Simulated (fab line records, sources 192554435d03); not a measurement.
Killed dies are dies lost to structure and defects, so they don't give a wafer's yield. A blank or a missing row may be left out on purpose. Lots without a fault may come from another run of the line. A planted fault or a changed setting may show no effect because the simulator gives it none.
Chamber matching | flow n5_finfet | N5_BEOL_M4_VIA_ETCH_34 on rie_diel-02: 4 sister chambers
The step etches the open film in C4F6/O2, target depth 69.4 nm, time 65.9 s. 8 wafers are shown with their chamber, then 12 later ones without.

WAFERS WITH THEIR CHAMBER
wafer  | chamber | showerhead_plenum_p_Torr (Torr) | oes_product_au (a.u.)
L079.5 | 2       | 2.98                            | 0.77
L082.5 | 2       | 2.97                            | 0.77
L090.1 | 0       | 3.02                            | 0.92
L090.2 | 3       | 2.74                            | 0.74
L090.3 | 1       | 2.90                            | 0.69
L091.3 | 1       | 2.90                            | 0.70
L091.4 | 3       | 2.74                            | 0.73
L091.6 | 0       | 3.02                            | 0.93

WAFERS WITHOUT THEIR CHAMBER
wafer  | showerhead_plenum_p_Torr (Torr) | oes_product_au (a.u.)
L092.4 | 2.97                            | 0.75
L092.5 | 2.90                            | 0.68
L092.6 | 3.01                            | 0.89
L093.1 | 3.01                            | 0.90
L093.4 | 2.96                            | 0.76
L093.6 | 2.73                            | 0.73
L096.1 | 2.73                            | 0.72
L096.3 | 2.96                            | 0.74
L096.4 | 3.01                            | 0.89
L097.1 | 2.96                            | 0.75
L097.3 | 2.90                            | 0.98
L097.6 | 2.73                            | 0.73

WHICH CHAMBER EACH WENT THROUGH
wafer  | from the rows above | in truth
L092.4 | 2                   | 2
L092.5 | 1                   | 1
L092.6 | 0                   | 0
L093.1 | 0                   | 0
L093.4 | 2                   | 2
L093.6 | 3                   | 3
L096.1 | 3                   | 3
L096.3 | 2                   | 2
L096.4 | 0                   | 0
L097.1 | 2                   | 2
L097.3 | 0                   | 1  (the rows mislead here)
L097.6 | 3                   | 3
Placed correctly: 11 of 12. Can't be placed from these rows: 0. Placed wrongly: 1.
How it was worked out, from the rows above alone: a wafer's distance from a chamber is the root of the sum, over the readings, of the square of ((its reading less the chamber's mean) divided by the reading's scatter). The wafer belongs to the nearest chamber; if the next one is less than 2 further off, it can't be placed. A chamber's mean is the mean of its shown wafers. The scatter: the root of (the sum of the squares of (reading less its chamber's mean) over the shown wafers, divided by (wafers less chambers)).
